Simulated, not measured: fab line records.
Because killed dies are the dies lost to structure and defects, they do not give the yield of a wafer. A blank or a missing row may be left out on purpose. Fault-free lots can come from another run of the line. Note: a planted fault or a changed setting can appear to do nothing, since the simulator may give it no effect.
The tool behind it: which one? / flow n5 finfet / 11 lots with 33 wafers sampled at 3 steps, on a route of 1938 steps

## WHAT THE GAUGES READ, wafer by wafer
N5_BEOL_M13_RS_MEAS_54: measures by four-point-probe. Usual: for M13_RS the level is 0.0449 ohm/sq and the standard deviation is 0.00063.
lot=L701; measured=day 13 12:01; on=film metro-02; M13_RS (ohm/sq)=0.0452 0.0443 0.0445; flag=
lot=L706; measured=day 15 06:07; on=film metro-02; M13_RS (ohm/sq)=0.0451 0.0434 0.0455; flag=
lot=L707; measured=day 15 10:41; on=film metro-01; M13_RS (ohm/sq)=0.0450 0.0446 0.0449; flag=
lot=L705; measured=day 16 00:14; on=film metro-01; M13_RS (ohm/sq)=0.0447 0.0455 0.0451; flag=
lot=L708; measured=day 16 00:32; on=film metro-01; M13_RS (ohm/sq)=0.0453 0.0448 0.0451; flag=
lot=L711; measured=day 17 09:54; on=film metro-02; M13_RS (ohm/sq)=0.0447 0.0448 0.0445; flag=
lot=L712; measured=day 17 10:30; on=film metro-02; M13_RS (ohm/sq)=0.0438 0.0458 0.0457; flag=
lot=L717; measured=day 18 10:11; on=film metro-02; M13_RS (ohm/sq)=0.0452 0.0457 0.0454; flag=
lot=L720; measured=day 18 16:32; on=film metro-01; M13_RS (ohm/sq)=0.0451 0.0448 0.0458; flag=
lot=L718; measured=day 18 21:35; on=film metro-02; M13_RS (ohm/sq)=0.0452 0.0445 0.0435; flag=
lot=L723; measured=day 19 05:31; on=film metro-01; M13_RS (ohm/sq)=0.0455 0.0436 0.0448; flag=

## WHICH TOOL RAN EACH LOT (tool, then ch and the chambers of the sampled wafers, then the start)
lot=L701; N5_BEOL_M13_DEGAS_41=pvd sputter-01, day 13 10:47; N5_BEOL_M13_DEP_53=pecvd-03 ch 1,2, day 13 11:57
lot=L706; N5_BEOL_M13_DEGAS_41=pvd sputter-01, day 15 04:53; N5_BEOL_M13_DEP_53=pecvd-03 ch 1,2, day 15 06:03
lot=L707; N5_BEOL_M13_DEGAS_41=pvd sputter-02, day 15 09:26; N5_BEOL_M13_DEP_53=pecvd-04 ch 0,1,2, day 15 10:37
lot=L705; N5_BEOL_M13_DEGAS_41=pvd sputter-03, day 15 22:47; N5_BEOL_M13_DEP_53=pecvd-03 ch 0,1,2, day 16 00:11
lot=L708; N5_BEOL_M13_DEGAS_41=pvd sputter-02, day 15 22:50; N5_BEOL_M13_DEP_53=pecvd-03 ch 0,2, day 16 00:28
lot=L711; N5_BEOL_M13_DEGAS_41=pvd sputter-02, day 17 08:17; N5_BEOL_M13_DEP_53=pecvd-04 ch 0,1, day 17 09:50
lot=L712; N5_BEOL_M13_DEGAS_41=pvd sputter-03, day 17 08:48; N5_BEOL_M13_DEP_53=pecvd-02 ch 0,2, day 17 10:25
lot=L717; N5_BEOL_M13_DEGAS_41=pvd sputter-03, day 18 08:55; N5_BEOL_M13_DEP_53=pecvd-03 ch 1,2, day 18 10:06
lot=L720; N5_BEOL_M13_DEGAS_41=pvd sputter-02, day 18 15:17; N5_BEOL_M13_DEP_53=pecvd-04 ch 1,2, day 18 16:28
lot=L718; N5_BEOL_M13_DEGAS_41=pvd sputter-02, day 18 20:21; N5_BEOL_M13_DEP_53=pecvd-03 ch 0,2, day 18 21:32
lot=L723; N5_BEOL_M13_DEGAS_41=pvd sputter-02, day 19 04:16; N5_BEOL_M13_DEP_53=pecvd-04 ch 0,1,2, day 19 05:27
- N5_BEOL_M13_DEGAS_41: time 60 s.
- N5_BEOL_M13_DEP_53: deposits SiCN from 3MS/NH3, target thk 50 nm, time 17.8 s.

## WHAT THE TOOLS THEMSELVES READ (means of the sampled wafers that have a number; where no wafer has one, the mark that the record gives instead)
N5_BEOL_M13_DEGAS_41. Usual: heater power w 328 W, standard deviation 20; susceptor temp C 250.01 C, standard deviation 0.17.
lot=L701; tool=pvd sputter-01; heater power w (W)=330; susceptor temp C (C)=249.95; flag=
lot=L706; tool=pvd sputter-01; heater power w (W)=316; susceptor temp C (C)=250.04; flag=
lot=L707; tool=pvd sputter-02; heater power w (W)=330; susceptor temp C (C)=249.91; flag=
lot=L705; tool=pvd sputter-03; heater power w (W)=333; susceptor temp C (C)=249.98; flag=
lot=L708; tool=pvd sputter-02; heater power w (W)=342; susceptor temp C (C)=250.01; flag=
lot=L711; tool=pvd sputter-02; heater power w (W)=328; susceptor temp C (C)=249.99; flag=
lot=L712; tool=pvd sputter-03; heater power w (W)=309; susceptor temp C (C)=249.91; flag=
lot=L717; tool=pvd sputter-03; heater power w (W)=326; susceptor temp C (C)=249.97; flag=
lot=L720; tool=pvd sputter-02; heater power w (W)=322; susceptor temp C (C)=250.07; flag=
lot=L718; tool=pvd sputter-02; heater power w (W)=332; susceptor temp C (C)=250.04; flag=
lot=L723; tool=pvd sputter-02; heater power w (W)=329; susceptor temp C (C)=250.11; flag=

N5_BEOL_M13_DEP_53. Usual: showerhead plenum p Torr 4.151 Torr, standard deviation 0.022; throttle valve pct 17.9 %, standard deviation 1.2.
lot=L701; tool=pecvd-03; showerhead plenum p Torr (Torr)=4.154; throttle valve pct (%)=16.9; flag=
lot=L706; tool=pecvd-03; showerhead plenum p Torr (Torr)=4.153; throttle valve pct (%)=17.0; flag=
lot=L707; tool=pecvd-04; showerhead plenum p Torr (Torr)=4.159; throttle valve pct (%)=17.9; flag=
lot=L705; tool=pecvd-03; showerhead plenum p Torr (Torr)=4.146; throttle valve pct (%)=17.2; flag=
lot=L708; tool=pecvd-03; showerhead plenum p Torr (Torr)=4.153; throttle valve pct (%)=16.4; flag=
lot=L711; tool=pecvd-04; showerhead plenum p Torr (Torr)=4.175; throttle valve pct (%)=18.5; flag=
lot=L712; tool=pecvd-02; showerhead plenum p Torr (Torr)=4.144; throttle valve pct (%)=19.0; flag=
lot=L717; tool=pecvd-03; showerhead plenum p Torr (Torr)=4.151; throttle valve pct (%)=17.1; flag=
lot=L720; tool=pecvd-04; showerhead plenum p Torr (Torr)=4.167; throttle valve pct (%)=17.9; flag=
lot=L718; tool=pecvd-03; showerhead plenum p Torr (Torr)=4.142; throttle valve pct (%)=16.6; flag=
lot=L723; tool=pecvd-04; showerhead plenum p Torr (Torr)=4.158; throttle valve pct (%)=18.0; flag=

## THE ANSWER, worked out from the rows above alone
Rule: lot off if the mean of its wafers having a number is beyond 3 standard deviations from the usual mean. Also off: a lot with no number at a reading for which 4 or more lots have one. Any other lot the step has rows for is counted as sound. Order of review: gauges by route order, followed by the tools' own readings, for which a lot's mean as printed above is used. The first step at which some lot is off is used, and at that step the reading that is off furthest; a lot without a number counts as furthest.
No lot is off on any of the readings shown, so nothing can be concluded from this.

## WHAT HAD BEEN PUT IN BY THE SIMULATOR
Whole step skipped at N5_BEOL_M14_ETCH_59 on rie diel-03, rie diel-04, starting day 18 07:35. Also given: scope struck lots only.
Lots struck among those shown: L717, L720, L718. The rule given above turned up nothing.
